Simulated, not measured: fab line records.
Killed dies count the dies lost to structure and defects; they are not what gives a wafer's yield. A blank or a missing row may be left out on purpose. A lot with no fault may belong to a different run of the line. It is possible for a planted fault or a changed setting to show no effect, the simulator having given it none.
fab line records	flow nand_harc	part 2 of 2: steps 28 to 37 of 37
[record] lots = 5	wafers = 15	last_day = 30
route steps=1302 shown P_M0@277 P_M1@285
lots that met no fault: taken from a fault-free run of the same line
start_h: hours from the record's first day to the start of the lot's first wafer shown	wait_h: how many hours have passed since the lot's step before this one	" unchanged from the row above	L1.1+2: a single row standing in for several wafers	- no value, or no start was given	* or withheld: withheld	< > ~ a bound
route shown NAME@n: NAME is a module with steps in the file, n the number in the route of the first one	usual: mean/standard deviation of fault-free wafers	same: alike in all rows	chamber/n: place in a boat	sites: readings site by site	_std_site: their standard deviation	_edge_site: outer sites' mean less inner sites'	radius_mm: for every site, how far away it sits from the centre of the wafer	mask NAME#n: copy n	behind: the tool/chamber that last shaped the wafer	hold: the reason the lot was held/the length of the hold in hours/how it ended	device: transistor that didn't switch, given as n, p or np	end of line: at the end of the route, the tests of the same wafers	for a step that has no rows: nothing shown but its recipe	killed: at the first sort, the dies lost to defects and structure; wafer yield is something else	map: a wafer's dies, marking killed ones x, the rest . and places with no die _
set.NAME: the setting that was run; set.NAME@STEP: the one run at that earlier step	model.NAME: the simulator's own value behind a step, which no gauge read
lots seen at some steps along the route; tables by step, rows by wafer
services: when a tool's chamber went out of use (start_h, in hours from the record's first day, below 0 if earlier), for how many hours, and the reason
[[steps]]
[step NHARC_P_M1_DEGAS_29]
[recipe] temp_c = 250	time_s = 60
[usual] heater_power_w = 333/36	susceptor_temp_C = 249.99/0.16
lot.wafer	tool	chamber	start_h	wait_h	heater_power_w	susceptor_temp_C
L074.2	pvd_sputter-03	-	133.56	-	354	249.84
L074.5	"	-	"	"	307	249.89
L074.6	"	-	"	"	282	249.94
L078.2	pvd_sputter-01	-	170.63	-	270	250.16
L078.1	"	-	"	"	359	249.87
L078.5	"	-	"	"	323	250.30
L080.4	pvd_sputter-03	-	189.72	-	311	249.89
L080.2	"	-	"	"	285	250.03
L080.5	"	-	"	"	324	249.86
L090.2	pvd_sputter-01	-	282.95	-	337	249.98
L090.3	"	-	"	"	367	250.03
L090.6	"	-	"	"	275	249.95
L092.2	pvd_sputter-01	-	307.83	-	277	249.96
L092.3	"	-	"	"	337	250.04
L092.6	"	-	"	"	333	250.31
[step NHARC_P_M1_PRE_CLEAN_30]
[recipe] time_s = 30	temp_c = 280	gas = H2/He
[usual] heater_power_w = 408/44	susceptor_temp_C = 279.98/0.19
lot.wafer	tool	chamber	start_h	wait_h	heater_power_w	susceptor_temp_C
L074.2	pvd_sputter-03	-	-	-	393	279.93
L074.6	"	-	"	"	326	279.80
L074.5	"	-	"	"	440	280.21
L078.1	pvd_sputter-01	-	-	-	385	280.01
L078.2	"	-	"	"	447	280.15
L078.5	"	-	"	"	337	280.28
L080.4	pvd_sputter-03	-	-	-	382	279.87
L080.2	"	-	"	"	444	279.93
L080.5	"	-	"	"	383	280.18
L090.2	pvd_sputter-01	-	-	-	332	279.67
L090.3	"	-	"	"	402	279.77
L090.6	"	-	"	"	403	279.88
L092.2	pvd_sputter-01	-	-	-	337	280.15
L092.3	"	-	"	"	455	279.91
L092.6	"	-	"	"	408	279.57
[step NHARC_P_M1_PVD_20]
[recipe] target_thk_a = 50	bias_v = 168.6	power_w = 15000	chamber_pressure_pa = 0.12	time_s = 8.06	substrate_temp_c = 50	material = TaN
[usual] substrate_temp_c = 49.99/0.13	throttle_valve_pct = 29.7/1.2
lot.wafer	tool	chamber	start_h	wait_h	substrate_temp_c	throttle_valve_pct
L074.2	pvd_sputter-03	-	-	-	50.07	29.4
L074.5	"	-	"	"	50.22	29.7
L074.6	"	-	"	"	50.04	32.0
L078.1	pvd_sputter-01	-	-	-	49.94	29.2
L078.2	"	-	"	"	49.89	29.3
L078.5	"	-	"	"	49.95	29.0
L080.2	pvd_sputter-03	-	-	-	49.94	28.7
L080.4	"	-	"	"	49.95	29.6
L080.5	"	-	"	"	49.94	28.4
L090.3	pvd_sputter-01	-	-	-	49.98	30.3
L090.2	"	-	"	"	49.99	28.9
L090.6	"	-	"	"	49.76	29.4
L092.2	pvd_sputter-01	-	-	-	49.75	29.7
L092.3	"	-	"	"	50.08	30.6
L092.6	"	-	"	"	49.78	29.8
[step NHARC_P_M1_PVD_21]
[recipe] target_thk_a = 300	chamber_pressure_pa = 5	power_w = 5000	substrate_temp_c = 30	time_s = 20.49	material = Cu
[usual] substrate_temp_c = 29.99/0.11	throttle_valve_pct = 29.8/1.2
lot.wafer	tool	chamber	start_h	wait_h	substrate_temp_c	throttle_valve_pct
L074.2	pvd_sputter-03	-	-	-	30.27	29.6
L074.5	"	-	"	"	30.05	28.4
L074.6	"	-	"	"	30.14	29.5
L078.2	pvd_sputter-01	-	-	-	30.03	30.0
L078.1	"	-	"	"	29.89	29.1
L078.5	"	-	"	"	29.88	30.0
L080.2	pvd_sputter-03	-	-	-	29.92	28.8
L080.4	"	-	"	"	30.12	29.0
L080.5	"	-	"	"	30.16	32.8
L090.3	pvd_sputter-01	-	-	-	30.00	29.8
L090.2	"	-	"	"	29.93	29.3
L090.6	"	-	"	"	29.84	29.7
L092.3	pvd_sputter-01	-	-	-	29.86	28.9
L092.2	"	-	"	"	30.12	28.9
L092.6	"	-	"	"	29.99	30.6
[step NHARC_P_M1_ECD_22]
[recipe] target_thk_a = 4000	bath_temp_c = 25	material = Cu
lot.wafer	tool	chamber	start_h	wait_h
L074.2+6+5	ecd_cu-01	1,0,1	133.95	-
L078.1+2+5	ecd_cu-01	1,0,0	170.99	-
L080.2+4+5	ecd_cu-01	0,1,1	190.06	-
L090.2+3+6	ecd_cu-01	1,0,1	283.35	-
L092.2+3+6	ecd_cu-01	0,1,1	308.24	-
[step NHARC_P_M1_ANNEAL_31]
[recipe] temp_c = 225	time_s = 90
[usual] wafer_temp_C_max = 226.3/0.32
lot.wafer	tool	chamber	start_h	wait_h	wafer_temp_C_max
L074.2	rtp_anneal-02	0	134.33	-	225.9
L074.5	"	0	"	"	226.2
L074.6	"	0	"	"	226.1
L078.1	rtp_anneal-01	0	171.36	-	226.9
L078.2	"	0	"	"	226.6
L078.5	"	0	"	"	226.4
L080.2	rtp_anneal-01	0	190.50	0.4	226.5
L080.4	"	0	"	"	226.3
L080.5	"	0	"	"	227.2
L090.2	rtp_anneal-01	0	283.73	0.3	226.2
L090.3	"	0	"	"	226.0
L090.6	"	0	"	"	226.6
L092.2	rtp_anneal-01	0	308.61	-	225.9
L092.3	"	0	"	"	226.2
L092.6	"	0	"	"	226.3
[step NHARC_P_M1_CMP_23]
[recipe] t_overpolish_s = 20	target_thk_nm = 157.82
[usual] motor_current_A = 12.1/1.7	slurry_flow_ml_min = 150.0/0.48	time_to_endpoint_s = 28.7/2.6
lot.wafer	tool	chamber	start_h	wait_h	motor_current_A	slurry_flow_ml_min	time_to_endpoint_s
L074.2	cmp-04	1	134.68	-	15.2	149.3	31.5
L074.6	"	3	"	"	12.1	150.6	27.9
L074.5	"	0	"	"	9.2	149.3	27.2
L078.1	cmp-01	0	171.77	-	14.8	149.6	31.0
L078.2	"	1	"	"	13.7	150.7	33.9
L078.5	"	3	"	"	11.2	150.1	29.8
L080.2	cmp-01	2	190.79	-	11.9	150.2	26.9
L080.4	"	1	"	"	13.4	150.6	30.3
L080.5	"	2	"	"	12.0	149.6	26.9
L090.3	cmp-04	0	284.04	-	9.4	149.5	25.0
L090.2	"	1	"	"	15.4	150.6	30.7
L090.6	"	0	"	"	9.1	149.6	27.3
L092.2	cmp-01	3	308.94	-	11.3	149.8	30.4
L092.3	"	0	"	"	14.4	148.9	30.9
L092.6	"	2	"	"	11.9	150.7	25.7
[step NHARC_P_M1_THK_MEAS_24]
[recipe] thk_meas_gauge = xrf
[usual] thk_nm = 157.8/1.4
lot.wafer	tool	chamber	start_h	wait_h	thk_nm
L074.2	film_metro-01	-	134.94	-	157.5
L074.5	"	-	"	"	156.4
L074.6	"	-	"	"	157.4
L078.1	film_metro-02	-	172.03	-	157.2
L078.2	"	-	"	"	158.8
L078.5	"	-	"	"	157.0
L080.2	film_metro-02	-	191.11	-	156.5
L080.4	"	-	"	"	158.4
L080.5	"	-	"	"	158.4
L090.2	film_metro-01	-	284.36	-	157.3
L090.3	"	-	"	"	156.8
L090.6	"	-	"	"	156.9
L092.2	film_metro-02	-	309.23	-	157.3
L092.3	"	-	"	"	156.3
L092.6	"	-	"	"	156.5
[step NHARC_P_M1_SRD_25]
lot.wafer	tool	chamber	start_h	wait_h
L074.5+6+2	wet_bench-10	4,6,1	134.98	0.0
L078.5+2+1	wet_bench-10	2,3,6	172.07	0.0
L080.4+5+2	wet_bench-08	3,5,7	191.15	0.0
L090.6+3+2	wet_bench-08	7,1,2	284.40	0.0
L092.3+6+2	wet_bench-10	6,7,2	309.27	0.0
[step NHARC_P_M1_INSPECT_27]
[usual] raw_defect_count = 285/110
lot.wafer	tool	chamber	start_h	wait_h	raw_defect_count
L074.2	defect_inspect-01	-	135.10	0.0	235
L074.5	"	-	"	"	267
L074.6	"	-	"	"	354
L078.1	defect_inspect-01	-	172.19	0.0	172
L078.2	"	-	"	"	191
L078.5	"	-	"	"	492
L080.2	defect_inspect-02	-	191.26	0.0	302
L080.4	"	-	"	"	169
L080.5	"	-	"	"	202
L090.2	defect_inspect-02	-	284.52	0.0	233
L090.3	"	-	"	"	174
L090.6	"	-	"	"	198
L092.2	defect_inspect-02	-	309.39	0.0	387
L092.3	"	-	"	"	327
L092.6	"	-	"	"	159
[[services]]
tool	chamber	start_h	hours	kind
wet_bench-08	-	118.40	8.0	pm
ecd_cu-01	-	126.10	1.2	repair
rie_diel-13	0	128.83	5.0	repair
pecvd-01	-	130.00	13.0	pm
wet_bench-10	-	135.20	8.0	pm
litho_track-01	-	155.00	7.0	pm
rie_diel-13	-	165.06	9.0	pm
pvd_sputter-03	-	170.00	10.0	pm
litho_track-06	-	179.00	7.0	pm
rie_diel-13	0	183.28	3.3	repair
pecvd-03	-	185.27	13.0	pm
rie_diel-01	0	185.47	4.3	repair
rie_diel-01	-	187.36	0.5	repair
rie_diel-13	1	200.10	6.1	repair
litho_track-04	-	203.00	7.0	pm
rie_diel-01	-	203.80	9.0	pm
rie_diel-01	0	222.51	8.1	repair
pvd_sputter-01	-	226.00	10.0	pm
rie_diel-13	2	279.44	1.5	repair
rie_diel-13	-	282.80	0.6	repair
pvd_sputter-01	-	287.57	9.6	repair
pecvd-03	0	287.61	11.3	repair
rie_diel-01	2	292.63	9.6	repair
wet_bench-08	-	294.40	8.0	pm
